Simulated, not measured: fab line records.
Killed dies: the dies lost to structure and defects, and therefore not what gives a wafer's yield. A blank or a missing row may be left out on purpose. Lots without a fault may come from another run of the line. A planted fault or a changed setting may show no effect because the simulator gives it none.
What tool caused it? / flow n5 finfet / 9 lots, 27 wafers sampled, at 6 steps of a route of 1938

WHAT EACH GAUGE READ, for each wafer
N5_MOL_CONTACT_COAG_CD_MEAS_137: the cd target is 16 nm.
lot=L871; measured=day 5 07:59; on=cd sem-02; cd nm (nm)=15.7 15.8 15.5
lot=L872; measured=day 5 16:40; on=cd sem-02; cd nm (nm)=15.9 15.7 15.7
lot=L874; measured=day 6 09:29; on=cd sem-02; cd nm (nm)=16.0 16.1 16.7
lot=L875; measured=day 6 13:02; on=cd sem-01; cd nm (nm)=15.8 16.0 15.7
lot=L877; measured=day 6 22:32; on=cd sem-02; cd nm (nm)=15.6 15.7 15.1
lot=L878; measured=day 6 23:16; on=cd sem-03; cd nm (nm)=15.3 15.2 15.2
lot=L884; measured=day 8 09:34; on=cd sem-03; cd nm (nm)=16.0 16.2 16.0
lot=L892; measured=day 10 12:46; on=cd sem-02; cd nm (nm)=16.1 16.2 16.3
lot=L894; measured=day 10 22:26; on=cd sem-01; cd nm (nm)=15.6 15.6 15.9

N5_MOL_CONTACT_COAG_INSPECT_42: inspects for defects (brightfield).
lot=L871; measured=day 5 08:31; on=defect inspect-02; raw defect count=147 144 107
lot=L872; measured=day 5 17:04; on=defect inspect-02; raw defect count=244 208 255
lot=L874; measured=day 6 10:01; on=defect inspect-01; raw defect count=189 173 216
lot=L875; measured=day 6 13:27; on=defect inspect-02; raw defect count=879 198 795
lot=L877; measured=day 6 22:56; on=defect inspect-02; raw defect count=215 944 140
lot=L878; measured=day 6 23:40; on=defect inspect-02; raw defect count=181 203 189
lot=L884; measured=day 8 09:58; on=defect inspect-02; raw defect count=120 232 130
lot=L892; measured=day 10 13:10; on=defect inspect-01; raw defect count=174 174 224
lot=L894; measured=day 10 22:58; on=defect inspect-02; raw defect count=237 187 284

N5_BEOL_M4_RC_MEAS_101.
lot=L871; measured=day 7 17:38; on=prober-01; DIBL_N (mV/V)=35.5 34.1 34.8; DIBL_P (mV/V)=35.6 33.7 34.4; IOFF_N (nA/um)=0.172 0.148 0.159; IOFF_P (nA/um)=0.26 0.23 0.24; ION_N (uA/um)=685 678 681; ION_P (uA/um)=473 478 474; SS_N (mV/dec)=71.3 71.3 71.0; SS_P (mV/dec)=73.5 73.0 72.9; VT_N (mV)=250.0 248.9 248.9; VT_P (mV)=-243 -246 -244
lot=L872; measured=day 8 04:54; on=prober-01; DIBL_N (mV/V)=34.3 38.8 36.5; DIBL_P (mV/V)=33.6 39.7 35.2; IOFF_N (nA/um)=0.129 0.233 0.155; IOFF_P (nA/um)=0.19 0.29 0.22; ION_N (uA/um)=660 687 672; ION_P (uA/um)=462 468 457; SS_N (mV/dec)=71.6 72.8 72.1; SS_P (mV/dec)=72.8 74.8 73.3; VT_N (mV)=250.5 243.2 251.0; VT_P (mV)=-248 -244 -247
lot=L874; measured=day 9 04:48; on=prober-02; DIBL_N (mV/V)=36.3 38.0 36.7; DIBL_P (mV/V)=36.2 39.1 35.7; IOFF_N (nA/um)=0.161 0.208 0.169; IOFF_P (nA/um)=0.22 0.28 0.21; ION_N (uA/um)=674 682 674; ION_P (uA/um)=462 465 454; SS_N (mV/dec)=71.1 72.0 71.8; SS_P (mV/dec)=74.1 73.7 73.2; VT_N (mV)=249.6 246.3 250.4; VT_P (mV)=-247 -248 -247
lot=L875; measured=day 9 12:25; on=prober-02; DIBL_N (mV/V)=37.0 35.1 34.3; DIBL_P (mV/V)=38.7 36.5 35.6; IOFF_N (nA/um)=0.187 0.160 0.139; IOFF_P (nA/um)=0.24 0.20 0.18; ION_N (uA/um)=680 680 673; ION_P (uA/um)=455 468 459; SS_N (mV/dec)=72.2 71.6 71.5; SS_P (mV/dec)=74.2 73.1 73.1; VT_N (mV)=246.1 248.8 249.6; VT_P (mV)=-249 -253 -255
lot=L877; measured=day 9 05:35; on=prober-01; DIBL_N (mV/V)=35.8 37.2 35.4; DIBL_P (mV/V)=37.4 38.3 36.6; IOFF_N (nA/um)=0.168 0.183 0.158; IOFF_P (nA/um)=0.24 0.24 0.21; ION_N (uA/um)=689 681 666; ION_P (uA/um)=473 463 459; SS_N (mV/dec)=71.4 71.7 70.7; SS_P (mV/dec)=73.3 73.6 73.8; VT_N (mV)=248.0 246.9 249.3; VT_P (mV)=-249 -247 -252
lot=L878; measured=day 9 16:41; on=prober-01; DIBL_N (mV/V)=36.4 36.4 35.4; DIBL_P (mV/V)=34.8 35.9 34.2; IOFF_N (nA/um)=0.153 0.160 0.147; IOFF_P (nA/um)=0.20 0.23 0.20; ION_N (uA/um)=671 677 670; ION_P (uA/um)=464 474 465; SS_N (mV/dec)=71.4 71.3 70.6; SS_P (mV/dec)=73.4 73.2 72.6; VT_N (mV)=250.6 248.7 249.6; VT_P (mV)=-250 -247 -246
lot=L884; measured=day 11 10:28; on=prober-01; DIBL_N (mV/V)=37.2 33.9 36.1; DIBL_P (mV/V)=37.7 32.7 35.5; IOFF_N (nA/um)=0.182 0.125 0.163; IOFF_P (nA/um)=0.26 0.18 0.21; ION_N (uA/um)=679 672 674; ION_P (uA/um)=476 458 461; SS_N (mV/dec)=71.4 71.0 71.4; SS_P (mV/dec)=73.8 72.8 73.1; VT_N (mV)=245.9 253.8 249.0; VT_P (mV)=-247 -249 -250
lot=L892; measured=day 13 03:45; on=prober-02; DIBL_N (mV/V)=40.2 35.4 37.4; DIBL_P (mV/V)=39.1 34.9 37.0; IOFF_N (nA/um)=0.228 0.132 0.165; IOFF_P (nA/um)=0.27 0.19 0.22; ION_N (uA/um)=677 672 682; ION_P (uA/um)=468 462 465; SS_N (mV/dec)=72.5 70.7 71.2; SS_P (mV/dec)=74.4 72.5 73.3; VT_N (mV)=246.0 252.0 247.7; VT_P (mV)=-248 -254 -249
lot=L894; measured=day 14 04:16; on=prober-02; DIBL_N (mV/V)=36.1 35.0 38.2; DIBL_P (mV/V)=36.2 35.4 39.4; IOFF_N (nA/um)=0.149 0.136 0.190; IOFF_P (nA/um)=0.18 0.17 0.24; ION_N (uA/um)=665 678 675; ION_P (uA/um)=456 459 462; SS_N (mV/dec)=71.0 70.9 71.5; SS_P (mV/dec)=72.9 73.7 74.2; VT_N (mV)=252.6 253.1 249.5; VT_P (mV)=-253 -255 -248

WHICH TOOL RAN EACH LOT (tool, then ch and the chambers of the sampled wafers, then the start)
lot=L871; N5_MOL_CONTACT_COAG_ETCHBACK_135=rie diel-06 ch 1,3, day 5 07:37; N5_MOL_CONTACT_COAG_STRIP_119=plasma asher-02 ch 0,1, day 5 07:50; N5_MOL_CONTACT_COAG_ETCHBACK_134=rie diel-06 ch 2,3, day 5 08:52
lot=L872; N5_MOL_CONTACT_COAG_ETCHBACK_135=rie diel-06 ch 1,2,3, day 5 16:17; N5_MOL_CONTACT_COAG_STRIP_119=plasma asher-01 ch 0,1, day 5 16:30; N5_MOL_CONTACT_COAG_ETCHBACK_134=rie diel-01 ch 0,1, day 5 17:46
lot=L874; N5_MOL_CONTACT_COAG_ETCHBACK_135=rie diel-01 ch 0,1,2, day 6 09:07; N5_MOL_CONTACT_COAG_STRIP_119=plasma asher-01 ch 0,1, day 6 09:20; N5_MOL_CONTACT_COAG_ETCHBACK_134=rie diel-05 ch 0,2,3, day 6 10:22
lot=L875; N5_MOL_CONTACT_COAG_ETCHBACK_135=rie diel-01 ch 0,2,3, day 6 12:40; N5_MOL_CONTACT_COAG_STRIP_119=plasma asher-01 ch 0,1, day 6 12:53; N5_MOL_CONTACT_COAG_ETCHBACK_134=rie diel-06 ch 0,1,3, day 6 14:33
lot=L877; N5_MOL_CONTACT_COAG_ETCHBACK_135=rie diel-05 ch 0,2,3, day 6 22:10; N5_MOL_CONTACT_COAG_STRIP_119=plasma asher-01 ch 0,1, day 6 22:23; N5_MOL_CONTACT_COAG_ETCHBACK_134=rie diel-01 ch 0,2,3, day 6 23:25
lot=L878; N5_MOL_CONTACT_COAG_ETCHBACK_135=rie diel-06 ch 2,3, day 6 22:53; N5_MOL_CONTACT_COAG_STRIP_119=plasma asher-02 ch 0,1, day 6 23:07; N5_MOL_CONTACT_COAG_ETCHBACK_134=rie diel-06 ch 0,3, day 7 00:37
lot=L884; N5_MOL_CONTACT_COAG_ETCHBACK_135=rie diel-05 ch 1,2,3, day 8 09:11; N5_MOL_CONTACT_COAG_STRIP_119=plasma asher-02 ch 0, day 8 09:25; N5_MOL_CONTACT_COAG_ETCHBACK_134=rie diel-06 ch 1,3, day 8 10:35
lot=L892; N5_MOL_CONTACT_COAG_ETCHBACK_135=rie diel-06 ch 0,1, day 10 12:24; N5_MOL_CONTACT_COAG_STRIP_119=plasma asher-01 ch 0,1, day 10 12:37; N5_MOL_CONTACT_COAG_ETCHBACK_134=rie diel-01 ch 0,3, day 10 13:46
lot=L894; N5_MOL_CONTACT_COAG_ETCHBACK_135=rie diel-01 ch 1,3, day 10 22:04; N5_MOL_CONTACT_COAG_STRIP_119=plasma asher-02 ch 0,1, day 10 22:17; N5_MOL_CONTACT_COAG_ETCHBACK_134=rie diel-05 ch 0,1,3, day 10 23:24
- N5_MOL_CONTACT_COAG_ETCHBACK_135: etches SiO2 in CHF3, target depth 25 nm, time 16.7 s.
- N5_MOL_CONTACT_COAG_STRIP_119: strips in N2/H2, time 30 s.
- N5_MOL_CONTACT_COAG_ETCHBACK_134: etches SiO2 in CHF3, target depth 10 nm, time 6.7 s.

WHAT THE TOOLS THEMSELVES READ (means of the sampled wafers that have a number; where no wafer has one, the mark that the record gives instead)
N5_MOL_CONTACT_COAG_ETCHBACK_135.
lot=L871; tool=rie diel-06; drypump motor current A (A)=5.7; oes product au (a.u.)=0.79; rf vpp V (V)=532; showerhead plenum p Torr (Torr)=2.46; throttle valve pct (%)=18.85
lot=L872; tool=rie diel-06; drypump motor current A (A)=5.7; oes product au (a.u.)=0.76; rf vpp V (V)=530; showerhead plenum p Torr (Torr)=2.37; throttle valve pct (%)=18.83
lot=L874; tool=rie diel-01; drypump motor current A (A)=6.0; oes product au (a.u.)=0.75; rf vpp V (V)=519; showerhead plenum p Torr (Torr)=2.40; throttle valve pct (%)=18.68
lot=L875; tool=rie diel-01; drypump motor current A (A)=5.7; oes product au (a.u.)=0.75; rf vpp V (V)=524; showerhead plenum p Torr (Torr)=2.41; throttle valve pct (%)=18.62
lot=L877; tool=rie diel-05; drypump motor current A (A)=5.3; oes product au (a.u.)=0.72; rf vpp V (V)=520; showerhead plenum p Torr (Torr)=2.28; throttle valve pct (%)=18.85
lot=L878; tool=rie diel-06; drypump motor current A (A)=5.6; oes product au (a.u.)=0.74; rf vpp V (V)=530; showerhead plenum p Torr (Torr)=2.34; throttle valve pct (%)=18.71
lot=L884; tool=rie diel-05; drypump motor current A (A)=5.8; oes product au (a.u.)=0.79; rf vpp V (V)=522; showerhead plenum p Torr (Torr)=2.40; throttle valve pct (%)=18.83
lot=L892; tool=rie diel-06; drypump motor current A (A)=5.9; oes product au (a.u.)=0.82; rf vpp V (V)=521; showerhead plenum p Torr (Torr)=2.43; throttle valve pct (%)=18.72
lot=L894; tool=rie diel-01; drypump motor current A (A)=5.6; oes product au (a.u.)=0.70; rf vpp V (V)=522; showerhead plenum p Torr (Torr)=2.35; throttle valve pct (%)=18.85

N5_MOL_CONTACT_COAG_STRIP_119.
lot=L871; tool=plasma asher-02; drypump motor current A (A)=5.56; heater power w (W)=314
lot=L872; tool=plasma asher-01; drypump motor current A (A)=5.46; heater power w (W)=390
lot=L874; tool=plasma asher-01; drypump motor current A (A)=5.70; heater power w (W)=360
lot=L875; tool=plasma asher-01; drypump motor current A (A)=5.47; heater power w (W)=383
lot=L877; tool=plasma asher-01; drypump motor current A (A)=5.72; heater power w (W)=354
lot=L878; tool=plasma asher-02; drypump motor current A (A)=5.72; heater power w (W)=332
lot=L884; tool=plasma asher-02; drypump motor current A (A)=5.43; heater power w (W)=307
lot=L892; tool=plasma asher-01; drypump motor current A (A)=5.46; heater power w (W)=390
lot=L894; tool=plasma asher-02; drypump motor current A (A)=5.57; heater power w (W)=321

N5_MOL_CONTACT_COAG_ETCHBACK_134.
lot=L871; tool=rie diel-06; drypump motor current A (A)=5.7; oes product au (a.u.)=0.78; rf vpp V (V)=533; showerhead plenum p Torr (Torr)=2.42; throttle valve pct (%)=18.73
lot=L872; tool=rie diel-01; drypump motor current A (A)=5.9; oes product au (a.u.)=0.76; rf vpp V (V)=514; showerhead plenum p Torr (Torr)=2.39; throttle valve pct (%)=18.76
lot=L874; tool=rie diel-05; drypump motor current A (A)=5.3; oes product au (a.u.)=0.73; rf vpp V (V)=521; showerhead plenum p Torr (Torr)=2.28; throttle valve pct (%)=18.85
lot=L875; tool=rie diel-06; drypump motor current A (A)=5.9; oes product au (a.u.)=0.77; rf vpp V (V)=527; showerhead plenum p Torr (Torr)=2.45; throttle valve pct (%)=18.84
lot=L877; tool=rie diel-01; drypump motor current A (A)=5.7; oes product au (a.u.)=0.74; rf vpp V (V)=524; showerhead plenum p Torr (Torr)=2.41; throttle valve pct (%)=18.63
lot=L878; tool=rie diel-06; drypump motor current A (A)=5.8; oes product au (a.u.)=0.79; rf vpp V (V)=530; showerhead plenum p Torr (Torr)=2.49; throttle valve pct (%)=18.75
lot=L884; tool=rie diel-06; drypump motor current A (A)=5.7; oes product au (a.u.)=0.76; rf vpp V (V)=531; showerhead plenum p Torr (Torr)=2.45; throttle valve pct (%)=18.89
lot=L892; tool=rie diel-01; drypump motor current A (A)=5.4; oes product au (a.u.)=0.73; rf vpp V (V)=525; showerhead plenum p Torr (Torr)=2.37; throttle valve pct (%)=18.71
lot=L894; tool=rie diel-05; drypump motor current A (A)=5.7; oes product au (a.u.)=0.79; rf vpp V (V)=515; showerhead plenum p Torr (Torr)=2.36; throttle valve pct (%)=18.89

THE ANSWER, worked out from the rows above alone
Rule: usual is defined by the lots themselves. Put in order of their means at a reading, lots are off if they are a third of the lots or fewer, leave a main group of 4 or more, and stand apart from it by a gap of 3 or more times the standard deviation of the main group's means; of several such gaps the widest counts. The tables above print the reading to a certain number of digits; a main group whose means all agree to those digits is not used. A lot without any number at a reading at which 4 lots or more have one is off too. The other lots that the step has rows for count as sound. Order of review: gauges by route order, followed by the tools' own readings, for which a lot's mean as printed above is used. The first step at which some lot is off is used, and at that step the reading that is off furthest; a lot without a number counts as furthest.
Off: L875, L877 (N5_MOL_CONTACT_COAG_INSPECT_42, raw defect count). For the main group the mean is 191 and the standard deviation 35.
A tool fits if, at a process step before that reading, it ran every lot that is off, and no sound lot after the first of them. Those tools and the gauges at N5_MOL_CONTACT_COAG_INSPECT_42 are tried in the same way. Not one of the candidates tried fits.

WHAT THE SIMULATOR PUT IN
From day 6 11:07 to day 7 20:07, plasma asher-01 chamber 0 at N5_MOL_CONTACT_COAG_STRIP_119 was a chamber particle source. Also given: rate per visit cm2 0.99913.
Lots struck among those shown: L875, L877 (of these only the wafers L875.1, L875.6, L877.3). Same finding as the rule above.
